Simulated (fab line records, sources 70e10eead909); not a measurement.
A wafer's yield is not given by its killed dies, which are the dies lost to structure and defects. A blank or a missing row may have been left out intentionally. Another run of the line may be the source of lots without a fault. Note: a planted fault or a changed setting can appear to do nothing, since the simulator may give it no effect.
What tool caused it? -- flow nand harc -- 24 lots, 72 wafers sampled, at 6 steps of a route of 1302

WHAT THE GAUGES READ, wafer by wafer
NHARC_A_BLC_CD_MEAS_19.
lot,measured,on,cd nm (nm)
L075,day 22 15:54,cd sem-01,102.3 96.2 104.6
L074,day 22 21:49,cd sem-03,101.1 101.9 98.7
L076,day 23 05:54,cd sem-02,96.8 99.3 101.3
L078,day 23 20:10,cd sem-01,100.4 103.0 104.2
L077,day 23 22:10,cd sem-01,101.9 99.8 96.8
L080,day 24 16:43,cd sem-02,96.4 100.2 100.7
L079,day 24 17:47,cd sem-01,105.8 103.6 105.6
L081,day 25 03:30,cd sem-01,100.5 100.2 97.4
L082,day 26 06:13,cd sem-01,102.7 105.1 103.8
L083,day 26 19:19,cd sem-01,102.0 100.9 100.8
L084,day 26 22:44,cd sem-03,102.3 96.8 99.4
L086,day 27 00:53,cd sem-01,95.5 99.8 100.4
L085,day 27 10:34,cd sem-02,99.5 99.9 95.6
L088,day 28 06:35,cd sem-01,97.5 103.6 99.4
L087,day 28 08:37,cd sem-03,98.6 98.6 97.7
L089,day 28 12:15,cd sem-03,96.4 105.1 99.1
L090,day 28 23:59,cd sem-02,96.5 100.0 102.5
L091,day 29 08:19,cd sem-02,102.4 100.1 100.1
L094,day 30 08:31,cd sem-02,101.8 99.2 103.2
L092,day 30 12:14,cd sem-02,97.2 95.1 98.4
L093,day 30 15:54,cd sem-01,102.4 101.5 103.1
L096,day 31 04:59,cd sem-02,99.8 97.6 97.5
L095,day 31 07:59,cd sem-01,102.3 98.5 100.1
L097,day 32 15:11,cd sem-02,99.0 96.3 98.8

NHARC_A_M0_OVL_MEAS_10: pitch 160 nm.
lot,measured,on,overlay x nm (nm),overlay y nm (nm)
L075,day 22 18:44,overlay-02,0.6 1.2 1.1,-0.2 -0.2 -0.5
L074,day 23 00:55,overlay-01,0.3 0.4 0.6,0.3 -0.3 0.3
L076,day 23 09:20,overlay-01,-0.3 0.1 -0.7,1.1 1.5 0.5
L078,day 23 23:08,overlay-02,-0.1 -0.4 -0.3,-0.3 -0.2 -0.1
L077,day 24 01:08,overlay-01,-1.0 -0.9 -1.4,1.5 0.8 1.3
L080,day 24 19:43,overlay-02,-1.7 -1.7 -1.5,-0.4 0.1 -1.2
L079,day 24 20:46,overlay-02,0.8 0.2 0.6,-0.2 -0.4 -0.8
L081,day 25 06:31,overlay-01,1.1 1.2 1.6,-1.3 -1.5 -0.9
L082,day 26 09:08,overlay-02,0.1 0.1 0.0,-0.7 -0.6 -0.5
L083,day 26 22:16,overlay-01,-0.1 -0.4 0.0,0.2 0.2 0.1
L084,day 27 01:43,overlay-01,-0.1 0.5 -0.3,-2.0 -2.0 -2.1
L086,day 27 03:54,overlay-01,-0.9 -1.2 -1.3,-0.5 -0.7 -0.4
L085,day 27 13:32,overlay-01,-0.2 -0.3 -0.2,0.1 0.3 0.0
L088,day 28 09:26,overlay-01,0.8 1.3 0.9,0.3 0.2 0.7
L087,day 28 11:30,overlay-02,0.1 -0.5 -0.3,-2.1 -2.4 -1.4
L089,day 28 15:15,overlay-02,0.5 0.4 0.0,0.3 1.2 0.9
L090,day 29 03:02,overlay-01,0.4 -0.4 -0.6,0.2 0.2 0.7
L091,day 29 11:18,overlay-01,0.1 0.3 1.3,1.1 1.1 0.8
L094,day 30 11:25,overlay-01,0.6 0.9 1.2,-0.7 -1.2 -0.8
L092,day 30 15:13,overlay-02,-1.6 -1.8 -1.8,0.7 0.9 0.5
L093,day 30 18:48,overlay-02,1.1 1.3 0.9,1.9 1.0 0.6
L096,day 31 08:02,overlay-02,1.2 0.6 0.8,0.0 0.1 -0.1
L095,day 31 10:57,overlay-02,1.1 0.9 1.0,-0.8 -1.1 -1.1
L097,day 32 18:09,overlay-01,0.2 0.5 0.0,-1.3 -0.9 -1.6

WHAT TOOL EACH LOT RAN ON (gives the tool, then ch and the chambers of the sampled wafers, and finally the start)
lot,NHARC_A_CONTACT_DESCUM_74,NHARC_A_CONTACT_ETCH_77,NHARC_A_CONTACT_DEP_84,NHARC_A_BLC_CVD_24
L075,"rie diel-06 ch 0,2, day 22 00:32","rie diel-06 ch 0,2, day 22 05:58 or earlier","acl dep-01 ch 0, day 22 05:58","cvd w-01 ch 0,1, day 22 18:44 or earlier"
L074,"rie diel-01 ch 0,2,3, day 22 05:59","rie diel-01 ch 0,2,3, day 22 11:22 or earlier","acl dep-03 ch 0, day 22 11:22","cvd w-01 ch 0,1, day 23 00:55 or earlier"
L076,"rie diel-01 ch 2,3, day 22 13:14","rie diel-01 ch 0,2,3, day 22 19:56 or earlier","acl dep-01 ch 0, day 22 19:56","cvd w-01 ch 0,1, day 23 09:20 or earlier"
L078,"rie diel-06 ch 0,1, day 23 04:44","rie diel-06 ch 0,1,2, day 23 10:43 or earlier","acl dep-03 ch 0, day 23 10:43","cvd w-02 ch 0,1, day 23 23:08 or earlier"
L077,"rie diel-01 ch 0,2,3, day 23 05:11","rie diel-01 ch 0,1,2, day 23 11:52 or earlier","acl dep-03 ch 0, day 23 11:52","cvd w-02 ch 0,1, day 24 01:08 or earlier"
L080,"rie diel-13 ch 0,3, day 23 21:22","rie diel-13 ch 0,1, day 24 06:29 or earlier","acl dep-02 ch 0, day 24 06:29","cvd w-01 ch 0,1, day 24 19:43 or earlier"
L079,"rie diel-13 ch 0,1,3, day 24 01:12","rie diel-13 ch 1,2, day 24 06:38 or earlier","acl dep-03 ch 0, day 24 06:38","cvd w-02 ch 0,1, day 24 20:46 or earlier"
L081,"rie diel-06 ch 0,2,3, day 24 12:20","rie diel-06 ch 0,1,3, day 24 17:41 or earlier","acl dep-03 ch 0, day 24 17:41","cvd w-02 ch 0,1, day 25 06:31 or earlier"
L082,"rie diel-06 ch 0,1,2, day 25 13:27","rie diel-06 ch 1,2,3, day 25 20:21 or earlier","acl dep-02 ch 0, day 25 20:21","cvd w-02 ch 0,1, day 26 09:08 or earlier"
L083,"rie diel-06 ch 0,1,3, day 26 04:16","rie diel-06 ch 1,3, day 26 09:39 or earlier","acl dep-03 ch 0, day 26 09:39","cvd w-01 ch 0,1, day 26 22:16 or earlier"
L084,"rie diel-06 ch 1,2,3, day 26 05:52","rie diel-06 ch 0,1,3, day 26 12:11 or earlier","acl dep-01 ch 0, day 26 12:11","cvd w-02 ch 0,1, day 27 01:43 or earlier"
L086,"rie diel-06 ch 1,2,3, day 26 09:20","rie diel-06 ch 0,1,2, day 26 14:26 or earlier","acl dep-01 ch 0, day 26 14:26","cvd w-01 ch 0,1, day 27 03:54 or earlier"
L085,"rie diel-06 ch 0,1,2, day 26 17:18","rie diel-06 ch 0,1, day 27 00:12 or earlier","acl dep-03 ch 0, day 27 00:12","cvd w-01 ch 0,1, day 27 13:32 or earlier"
L088,"rie diel-06 ch 0,2,3, day 27 09:38","rie diel-06 ch 1,2,3, day 27 20:50 or earlier","acl dep-03 ch 0, day 27 20:50","cvd w-02 ch 0,1, day 28 09:26 or earlier"
L087,"rie diel-06 ch 1,3, day 27 12:17","rie diel-06 ch 1,3, day 27 22:52 or earlier","acl dep-03 ch 0, day 27 22:52","cvd w-02 ch 0,1, day 28 11:30 or earlier"
L089,"rie diel-06 ch 0,3, day 27 20:55","rie diel-06 ch 0,1,2, day 28 02:47 or earlier","acl dep-03 ch 0, day 28 02:47","cvd w-01 ch 0,1, day 28 15:15 or earlier"
L090,"rie diel-06 ch 0,2,3, day 28 07:53","rie diel-06 ch 0,1,2, day 28 13:55 or earlier","acl dep-01 ch 0, day 28 13:55","cvd w-01 ch 0,1, day 29 03:02 or earlier"
L091,"rie diel-13 ch 0,1,2, day 28 14:54","rie diel-13 ch 0,1,2, day 28 23:04 or earlier","acl dep-01 ch 0, day 28 23:04","cvd w-01 ch 0,1, day 29 11:18 or earlier"
L094,"rie diel-06 ch 0,2,3, day 29 16:56","rie diel-06 ch 0,2,3, day 29 22:58 or earlier","acl dep-03 ch 0, day 29 22:58","cvd w-01 ch 0,1, day 30 11:25 or earlier"
L092,"rie diel-06 ch 1,2,3, day 29 18:27","rie diel-06 ch 0,1, day 30 01:59 or earlier","acl dep-02 ch 0, day 30 01:59","cvd w-01 ch 0,1, day 30 15:13 or earlier"
L093,"rie diel-13 ch 0,1,3, day 29 23:36","rie diel-01 ch 0,2,3, day 30 00:07","acl dep-03 ch 0, day 30 05:56","cvd w-01 ch 0,1, day 30 18:48 or earlier"
L096,"rie diel-06 ch 1,2, day 30 13:23","rie diel-06 ch 2,3, day 30 18:34 or earlier","acl dep-01 ch 0, day 30 18:34","cvd w-01 ch 0,1, day 31 08:02 or earlier"
L095,"rie diel-06 ch 1,3, day 30 16:09","rie diel-06 ch 1,2, day 30 21:51 or earlier","acl dep-03 ch 0, day 30 21:51","cvd w-02 ch 0,1, day 31 10:57 or earlier"
L097,"rie diel-06 ch 1,2,3, day 31 21:12","rie diel-06 ch 2,3, day 32 05:32 or earlier","acl dep-01 ch 0, day 32 05:32","cvd w-02 ch 0,1, day 32 18:09 or earlier"
- NHARC_A_CONTACT_DESCUM_74: chemistry O2, time 3 s.
- NHARC_A_CONTACT_ETCH_77: etches the open film in CF4/CHF3, target depth 108.9 nm, time 54.5 s.
- NHARC_A_CONTACT_DEP_84: deposits aC, target thk 2800 nm.
- NHARC_A_BLC_CVD_24: deposits W, target thk 150 nm, time 434 s.

WHAT THE TOOLS THEMSELVES READ (means of the sampled wafers that have a number; where no wafer has one, the mark that the record gives instead)
NHARC_A_CONTACT_DESCUM_74.
lot,tool,drypump motor current A (A),oes product au (a.u.),rf vpp V (V),showerhead plenum p Torr (Torr),throttle valve pct (%)
L075,rie diel-06,5.66,1.001,57.2,1.99,11.307
L074,rie diel-01,5.66,0.984,57.7,1.87,11.308
L076,rie diel-01,5.49,0.989,56.9,1.88,11.318
L078,rie diel-06,5.72,0.990,58.0,1.92,11.312
L077,rie diel-01,5.64,0.983,57.5,1.87,11.306
L080,rie diel-13,5.92,1.011,57.6,1.84,11.312
L079,rie diel-13,5.86,1.013,57.6,1.92,11.304
L081,rie diel-06,5.69,0.990,58.2,1.92,11.314
L082,rie diel-06,5.61,0.995,57.5,1.95,11.309
L083,rie diel-06,5.62,0.991,57.1,1.87,11.312
L084,rie diel-06,5.52,0.991,58.2,1.90,11.314
L086,rie diel-06,5.51,0.991,58.1,1.90,11.312
L085,rie diel-06,5.61,0.998,58.0,1.95,11.308
L088,rie diel-06,5.69,0.995,57.2,1.92,11.320
L087,rie diel-06,5.54,0.993,57.6,1.82,11.306
L089,rie diel-06,5.78,0.997,56.9,1.89,11.311
L090,rie diel-06,5.69,0.996,57.6,1.91,11.314
L091,rie diel-13,5.99,1.011,57.3,1.92,11.315
L094,rie diel-06,5.67,1.013,58.3,1.91,11.306
L092,rie diel-06,5.52,1.001,58.1,1.89,11.306
L093,rie diel-13,5.87,0.997,57.8,1.91,11.309
L096,rie diel-06,5.44,1.001,57.7,1.92,11.316
L095,rie diel-06,5.53,0.995,58.2,1.82,11.306
L097,rie diel-06,5.51,1.005,58.8,1.89,11.326

NHARC_A_CONTACT_ETCH_77.
lot,tool,cf4 flow sccm (sccm),chf3 flow sccm (sccm),drypump motor current A (A),oes product au (a.u.),rf vpp V (V),showerhead plenum p Torr (Torr),throttle valve pct (%)
L075,rie diel-06,99.97,30.01,5.79,0.921,372.4,1.62,16.803
L074,rie diel-01,100.24,29.91,5.66,0.912,369.6,1.54,16.795
L076,rie diel-01,99.80,29.95,5.64,0.912,369.0,1.54,16.804
L078,rie diel-06,100.02,30.03,5.60,0.926,370.9,1.60,16.803
L077,rie diel-01,100.10,29.96,5.84,0.956,368.6,1.53,16.807
L080,rie diel-13,100.19,30.17,6.22,0.978,368.9,1.53,16.804
L079,rie diel-13,100.10,29.99,5.92,0.954,373.0,1.65,16.808
L081,rie diel-06,100.11,30.05,5.62,0.918,370.6,1.54,16.794
L082,rie diel-06,100.16,30.04,5.52,0.927,370.8,1.56,16.805
L083,rie diel-06,99.79,29.92,5.54,0.918,368.1,1.51,16.806
L084,rie diel-06,99.88,29.98,5.61,0.955,369.0,1.54,16.800
L086,rie diel-06,100.13,29.97,5.61,0.962,371.0,1.59,16.802
L085,rie diel-06,99.98,29.91,5.72,0.912,370.3,1.57,16.807
L088,rie diel-06,99.95,29.97,5.51,0.919,370.2,1.56,16.797
L087,rie diel-06,99.56,29.95,5.45,0.922,369.4,1.52,16.790
L089,rie diel-06,100.00,30.03,5.60,0.946,371.6,1.59,16.804
L090,rie diel-06,99.90,29.98,5.61,0.969,371.8,1.59,16.806
L091,rie diel-13,99.81,30.05,5.96,0.929,371.4,1.58,16.804
L094,rie diel-06,100.21,29.96,5.66,0.968,370.7,1.58,16.807
L092,rie diel-06,99.98,30.02,5.54,0.955,369.4,1.56,16.808
L093,rie diel-01,100.03,29.97,5.66,0.916,369.7,1.53,16.801
L096,rie diel-06,99.92,30.05,5.57,0.937,372.3,1.59,16.796
L095,rie diel-06,99.95,30.10,5.51,0.941,371.5,1.61,16.811
L097,rie diel-06,99.89,29.91,5.61,0.923,369.3,1.54,16.803

NHARC_A_CONTACT_DEP_84.
lot,tool,throttle valve pct (%)
L075,acl dep-01,35.001
L074,acl dep-03,34.998
L076,acl dep-01,35.001
L078,acl dep-03,35.003
L077,acl dep-03,35.004
L080,acl dep-02,34.998
L079,acl dep-03,35.000
L081,acl dep-03,35.003
L082,acl dep-02,34.995
L083,acl dep-03,35.005
L084,acl dep-01,35.006
L086,acl dep-01,35.009
L085,acl dep-03,34.994
L088,acl dep-03,34.992
L087,acl dep-03,34.999
L089,acl dep-03,34.998
L090,acl dep-01,35.007
L091,acl dep-01,35.004
L094,acl dep-03,35.002
L092,acl dep-02,34.995
L093,acl dep-03,35.000
L096,acl dep-01,34.999
L095,acl dep-03,35.005
L097,acl dep-01,34.999

NHARC_A_BLC_CVD_24.
lot,tool,heater power w (W),mfc h2 sccm (sccm),throttle valve pct (%)
L075,cvd w-01,452,1598,8.10
L074,cvd w-01,452,1600,8.10
L076,cvd w-01,450,1597,8.01
L078,cvd w-02,503,1599,8.17
L077,cvd w-02,504,1603,8.08
L080,cvd w-01,439,1593,7.80
L079,cvd w-02,499,1596,8.14
L081,cvd w-02,490,1603,8.03
L082,cvd w-02,499,1599,8.15
L083,cvd w-01,426,1596,7.70
L084,cvd w-02,495,1601,8.12
L086,cvd w-01,443,1597,7.94
L085,cvd w-01,436,1598,7.98
L088,cvd w-02,477,1597,7.91
L087,cvd w-02,491,1600,7.86
L089,cvd w-01,444,1597,7.84
L090,cvd w-01,425,1604,7.64
L091,cvd w-01,424,1597,7.90
L094,cvd w-01,431,1597,7.91
L092,cvd w-01,424,1604,7.90
L093,cvd w-01,442,1599,7.82
L096,cvd w-01,419,1597,7.88
L095,cvd w-02,485,1602,7.95
L097,cvd w-02,480,1604,7.98

THE ANSWER, worked out from the rows above alone
Rule: usual is defined by the lots themselves. The widest of any qualifying gaps counts: lots, ordered by their means at a reading, are off when they make up no more than a third of the lots, leave a main group of 4 or more, and stand apart from it by 3 or more times the standard deviation of that group's means. If all means in a main group match to the digits the tables above print for the reading, that group is not used. Also off: a lot with no number at a reading for which 4 or more lots have one. The other lots that the step has rows for count as sound. The gauges are gone through in route order, then the tools' own readings, and for those a lot's mean is taken as printed above. The first step at which some lot is off is used, and at that step the reading that is off furthest; a lot without a number counts as furthest.
Across all readings shown, no lot is off: no conclusion can be drawn from this.

WHAT THE SIMULATOR HAD PUT IN
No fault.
